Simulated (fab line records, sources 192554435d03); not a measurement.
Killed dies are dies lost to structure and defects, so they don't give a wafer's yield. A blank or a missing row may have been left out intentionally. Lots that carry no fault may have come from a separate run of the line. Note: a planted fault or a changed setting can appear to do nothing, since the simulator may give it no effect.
Comparing a struck lot with a sound one | flow n5-finfet | 41 out of 1938 route steps
Sound: these wafers, L534.2, L534.4, L534.6. Struck: wafers L515.1, L515.3, L515.5. The cause is given at the end.
At each step with rows: each side's tool, then ch and its chambers, then its first start. Under that, the readings that differ: sound wafers | struck wafers | difference of the means | sigmas: that difference in standard deviations of wafers without a fault.
alike: a reading whose means differ by less than 2 such deviations, as well as words and numbers matching on both sides. not compared: withheld readings; readings where some wafer has no value; bounds like >300 that might hide an equal value; numbers whose values overlap and for which the record gives no deviation.
Wherever a step has rows on one side only, a row that says differs or no value, or a row with sigmas, the two part there. Numbers that have no deviation but don't overlap get no sigmas and don't part them. A reading that every wafer of one side lacks parts them only if that side has two wafers or more.

first, 12 steps without rows for these wafers: N5_SD_EPI_N_STRIP_36 (strips in N2/H2); N5_SD_EPI_N_ETCHBACK_44 (etches SiNx in CH3F/O2, stops on SiO2, target depth 14.5 nm); N5_SD_EPI_N_ETCH_45 (etches SiOCN in CH3F/O2, target depth 6 nm); N5_SD_EPI_N_ETCH_16 (etches SiO2 in CHF3/O2, target depth 5 nm); N5_SD_EPI_N_STRIP_47 (strips in CHF3/O2); N5_SD_EPI_N_SD_RECESS_17 (chemistry HBr/Cl2/O2, target depth 41 nm, time 23.7 s, bt time 3 s); N5_SD_EPI_N_STRIP_38 (strips in N2/H2); N5_SD_EPI_N_WET_ETCH_43 (etches SiO2 in dHF, time 14 s, target depth 1.5 nm); N5_SD_EPI_N_STRIP_18 (strips in SPM, time 750 s); N5_SD_EPI_N_SRD_20 (time 30 s); N5_SD_EPI_N_PRECLEAN_48 (cleans in NF3:NH3, afs cycles 2, time 20 s, sublimation time 60 s); N5_SD_EPI_N_VAPOR_ETCH_50 (etches Si in HCl, time 54 s).
N5_SD_EPI_N_EPI_21: deposits Si:P, time 690 s.
  sound on epi-rpcvd-02 ch 0, day 9 04:11; struck on epi-rpcvd-02 ch 0, day 4 05:28
  reading                                   | sound                | struck               | difference | sigmas
  susceptor-temp-C (C)                      | 680.13 679.96 679.82 | 667.78 667.58 667.80 | -12.25     | -45
  susceptor_temp_C_max                      | 683.6 682.4 682.0    | 671.9 671.1 669.4    | -11.9      | -16
  model.Si-P_of_SD_EPI_N_EPI_21.thk-nm (nm) | 59.2 58.8 58.2       | 46.4 46.2 47         | -12.2      |
  alike: chamber-pressure-Torr
N5_SD_EPI_N_EPI_MEAS_23:
  sound on film-metro-02, day 9 05:38; struck on film-metro-02, day 4 07:44
  reading     | sound          | struck         | difference | sigmas
  thk-nm (nm) | 58.3 58.3 58.4 | 45.0 46.9 48.2 | -11.6      | -10
then, 24 steps without rows for these wafers: N5_SD_EPI_N_PRECLEAN_24 (cleans in O3/DIW, time 60 s); N5_SD_EPI_N_SRD_25 (time 30 s); N5_SD_EPI_N_PRECLEAN_49 (cleans in NF3:NH3, afs cycles 1, time 20 s, sublimation time 60 s); N5_SD_EPI_N_LINER_46 (material SiNx, target thk 3 nm); N5_SD_EPI_P_COAT_34 (time 60 s, resist thk 350 nm); N5_SD_EPI_P_COAT_35 (time 60 s, resist thk 35 nm); N5_SD_EPI_P_COAT_03 (resist thk 150 nm); N5_SD_EPI_P_EBR_05; N5_SD_EPI_P_SOFTBAKE_04 (time 60 s); N5_SD_EPI_P_EXPOSE_06 (exposes mask SD P BLK, target cd 240 nm); N5_SD_EPI_P_PEB_07 (peb time 60 s); N5_SD_EPI_P_DEVELOP_08 (develop time 30 s); N5_SD_EPI_P_DESCUM_14 (chemistry O2, time 7.9 s); N5_SD_EPI_P_ETCH_36 (etches SiARC in CF4, target depth 45.5 nm, time 75.8 s); N5_SD_EPI_P_ETCH_37 (etches SOC in N2/H2, overetch 108 nm, time 486 s); N5_SD_EPI_P_STRIP_38 (strips in N2/H2); N5_SD_EPI_P_ETCHBACK_46 (etches SiNx in CH3F/O2, stops on SiO2, target depth 17.5 nm); N5_SD_EPI_P_ETCH_47 (etches SiOCN in CH3F/O2, target depth 25 nm); N5_SD_EPI_P_ETCH_16 (etches SiO2 in CHF3/O2, target depth 5 nm); N5_SD_EPI_P_STRIP_50 (strips in CHF3/O2); N5_SD_EPI_P_SD_RECESS_17 (chemistry HBr/Cl2/O2, target depth 39.1 nm, bt time 3 s); N5_SD_EPI_P_WET_ETCH_45 (etches SiO2 in dHF, time 10.7 s, target depth 2 nm, rinse time 30 s); N5_SD_EPI_P_STRIP_40 (strips in N2/H2); N5_SD_EPI_P_PRECLEAN_52 (cleans in O3/DIW, time 60 s).
N5_SD_ACTIVATION_RS_MEAS_03: measurement is done with a four-point probe.
  sound on film-metro-01, day 9 11:16; struck on film-metro-02, day 4 13:44
  reading          | sound          | struck         | difference | sigmas
  RS_SD_N (ohm/sq) | 21.9 22.3 22.3 | 27.4 27.5 26.7 | +5.0       | +16
  alike: RS_SD_P
N5_MOL_CONTACT_COAG_ETCH_15: etches SiNx in CH3F/O2, stops on Si:P, target depth 7 nm.
  sound on rie-diel-06 ch 0,1,2, day 10 15:55; struck on rie-diel-05 ch 0,2, day 5 21:04
  reading                                   | sound        | struck         | difference | sigmas
  model.Si-P_of_SD_EPI_N_EPI_21.thk-nm (nm) | 58.4 58 57.4 | 45.8 45.6 46.4 | -12.0      |
  alike: drypump-motor-current-A, oes-product-au, rf-vpp-V, showerhead-plenum-p-Torr, throttle-valve-pct
  not compared: rf-hours-counter-h
-- a jump in the record: the struck wafers' starts before and after are 3 days apart (it breaks off in module MOL_CONTACT_COAG and resumes in module BEOL_M4, where the first step shown is number 1111 of the route) --
N5_BEOL_M4_RC_MEAS_101:
  sound on prober-02 ch 0, day 14 06:38; struck on prober-01 ch 0, day 8 23:05
  reading          | sound             | struck            | difference | sigmas
  DIBL_N (mV/V)    | 33.7 32.7 32.1    | 37.0 36.6 37.5    | +4.2       | +3
  DIBL_P (mV/V)    | 33.3 31.1 30.5    | 37.9 36.7 37.1    | +5.6       | +3
  IOFF_N (nA/um)   | 0.112 0.097 0.093 | 0.183 0.166 0.186 | +0.078     | +3
  REXT_N (ohm.um)  | 71.2 70.5 72.1    | 82.7 83.8 82.5    | +11.7      | +8
  RS_SD_N (ohm/sq) | 28.7 28.6 28.8    | 35.4 35.6 34.6    | +6.5       | +17
  alike: IOFF_P, ION_N, ION_P, SS_N, SS_P, VT_N, VT_P

== WHERE THEY PART ==
Earliest at N5_SD_EPI_N_EPI_21; latest, in this record, at N5_BEOL_M4_RC_MEAS_101.

WHY: what had been put in by the simulator
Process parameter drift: epi-rpcvd-02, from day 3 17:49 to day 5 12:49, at N5_SD_EPI_N_EPI_21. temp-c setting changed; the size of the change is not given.
